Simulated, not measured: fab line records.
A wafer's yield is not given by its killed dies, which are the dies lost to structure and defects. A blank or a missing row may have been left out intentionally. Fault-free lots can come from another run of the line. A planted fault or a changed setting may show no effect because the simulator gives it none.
What tool caused it? ; flow n5_finfet ; 23 lots (69 wafers sampled), 1 step of a 1938-step route

## WHAT THE GAUGES SHOWED, per wafer
N5_WELL_APT_INSPECT_27: inspects for defects (macro). Usual: raw_defect_count at 2.1, with a standard deviation of 1.4.
lot;measured;on;raw_defect_count;flag
L074;day 1 15:10;defect_inspect-01;2 1 2;
L075;day 1 21:10;defect_inspect-01;1 2 2;
L076;day 2 03:07;defect_inspect-02;1 4 1;
L077;day 2 09:07;defect_inspect-02;1 2 3;
L078;day 2 15:18;defect_inspect-01;2 3 4;
L079;day 2 20:57;defect_inspect-01;4 2 0;
L080;day 3 02:53;defect_inspect-01;2 2 2;
L081;day 3 09:01;defect_inspect-01;1 7 3;
L082;day 3 15:28;defect_inspect-01;3 3 0;
L083;day 3 21:05;defect_inspect-02;1 3 3;
L084;day 4 03:07;defect_inspect-01;3 1 2;
L085;day 4 09:03;defect_inspect-02;1 0 0;
L087;day 4 21:26;defect_inspect-01;0 5 1;
L088;day 5 02:55;defect_inspect-02;1 3 0;
L089;day 5 09:08;defect_inspect-01;2 2 0;
L090;day 5 15:01;defect_inspect-01;3 1 3;
L091;day 5 21:22;defect_inspect-02;2 2 1;
L092;day 6 02:47;defect_inspect-02;3 0 3;
L093;day 6 08:59;defect_inspect-02;1 6 1;
L094;day 6 14:44;defect_inspect-01;2 0 3;
L095;day 6 21:20;defect_inspect-01;2 3 3;
L096;day 7 03:08;defect_inspect-02;3 4 2;
L097;day 7 09:06;defect_inspect-02;1 3 1;

## TOOL THAT RAN EACH LOT (tool first, then ch and the chambers of the sampled wafers, then the start)
There is no process step in the record ahead of these readings.

## WHAT THE TOOLS THEMSELVES READ (means of the sampled wafers that have a number; where no wafer has one, the mark that the record gives instead)
The record holds no such reading with a usual standard deviation.

## THE ANSWER, worked out from the rows above alone
Rule: a lot is off if the mean of its wafers that have a number lies more than 3 standard deviations from the usual mean. Also off: a lot with no number at a reading for which 4 or more lots have one. All remaining lots with rows at the step are treated as sound. The gauges are gone through in route order, then the tools' own readings, and for those a lot's mean is taken as printed above. The first step at which some lot is off is used, and at that step the reading that is off furthest; a lot without a number counts as furthest.
None of the lots is off at any reading shown; this tells nothing.

## WHAT WAS PUT IN BY THE SIMULATOR
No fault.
